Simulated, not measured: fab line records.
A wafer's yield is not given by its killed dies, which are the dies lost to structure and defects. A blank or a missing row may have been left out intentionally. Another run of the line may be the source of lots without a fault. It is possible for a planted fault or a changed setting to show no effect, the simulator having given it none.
Comparing a struck lot with a sound one + flow n5_finfet + 14 out of 1938 route steps
Sound: these wafers, L469.1, L469.2, L469.4. Struck: wafers L462.4, L462.5, L462.6. The cause is named last.
Per side, at each step with rows, come the tool, then ch with its chambers, and then its first start. Under that, the readings that differ: sound wafers + struck wafers + difference of the means + sigmas: that difference in standard deviations of wafers without a fault.
alike: readings whose means differ by less than 2 such deviations, and words and numbers that are the same on both sides. not compared: withheld readings, readings that some wafer has no value for, bounds like >300 that may hide the same value, and numbers for which the record gives no deviation and whose values overlap.
The two part at a step that has a row with sigmas, a row that says differs or no value, or rows on one side only. Numbers that don't overlap but have no deviation are shown without sigmas and don't part them. A reading that every wafer of one side lacks parts them only if that side has two wafers or more.

first, 10 steps without rows for these wafers: N5_FIN_SAQP_DESCUM_21 (chemistry O2, time 7.9 s); N5_FIN_SAQP_ETCH_51 (etches SiARC in CF4, target depth 45.5 nm, time 75.8 s); N5_FIN_SAQP_ETCH_52 (etches SOC in N2/H2, target depth 100 nm, overetch 20 nm, time 150 s); N5_FIN_SAQP_STRIP_53 (strips in N2/H2); N5_FIN_SAQP_HM_OPEN_73 (chemistry CHF3/O2, target SiO2, stops on a-Si, target depth 12 nm, time 16.8 s); N5_FIN_SAQP_STRIP_74 (strips in CHF3/O2); N5_FIN_SAQP_MANDREL_ETCH_22 (etches a-Si in HBr/Cl2, stops on SiNx, target depth 60 nm, bt time 10 s, time 30 s); N5_FIN_SAQP_STRIP_55 (strips in N2/H2); N5_FIN_SAQP_STRIP_23 (strips in SPM, time 750 s); N5_FIN_SAQP_SRD_66 (time 30 s).
N5_FIN_SAQP_RECESS_75: chemistry HF/NH3, target SiO2, target depth 14.4 nm, afs cycles 3, sublimation time 60 s.
  sound on vapor_etch-01 ch 0,1, day 7 05:59; struck on vapor_etch-02 ch 0,1, day 5 11:03
  no value came back on the struck wafers for afs_cycles, drypump_motor_current_A (A); on the sound wafers afs_cycles reads 3 3 3
| reading                                      | sound | struck           | difference | sigmas |
|----------------------------------------------|-------|------------------|------------|--------|
| model.SiO2_of_FIN_SAQP_HM_DEP_72.thk_nm (nm) | 0 0 0 | 12.09 11.9 11.84 | +11.94     |        |
then, 1 step without rows for these wafers: N5_FIN_SAQP_SPACER1_ALD_24 (deposits SiO2, target thk 20.3 nm, pulse time 1 s, purge time 2 s).
N5_BEOL_M4_RC_MEAS_101:
  the record has rows for the sound wafers here (prober-02 ch 0, day 13 12:01) and none for the struck ones
-- a jump in the record: the struck wafers' starts before and after are 10 days apart (it breaks off in module BEOL_M4 and resumes in module PASSIVATION, where the first step shown is number 1936 of the route) --
N5_PASSIVATION_PROBE_49:
  sound on prober-02 at day 17 22:26; struck on prober-02 at day 15 11:33
| reading             | sound      | struck         | difference | sigmas |
|---------------------|------------|----------------|------------|--------|
| killed_at_front_end | 52 60 51   | 1117 1109 1095 | +1053      | +75    |
| killed_dies         | 123 95 111 | 1180 1180 1180 | +1070      | +56    |
| killed_on_rim       | 25 10 15   | 152 152 152    | +135       | +32    |
  alike: killed_at_M0_to_M3, killed_at_M4_up, killed_at_contacts, killed_at_other, killed_open, killed_short

WHERE THEY PART
First at N5_FIN_SAQP_RECESS_75; last, within this record, at N5_PASSIVATION_PROBE_49.

WHY: what the simulator had put in
At N5_FIN_SAQP_RECESS_75, the step was skipped entirely on vapor_etch-02 from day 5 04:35 on. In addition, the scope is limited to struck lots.
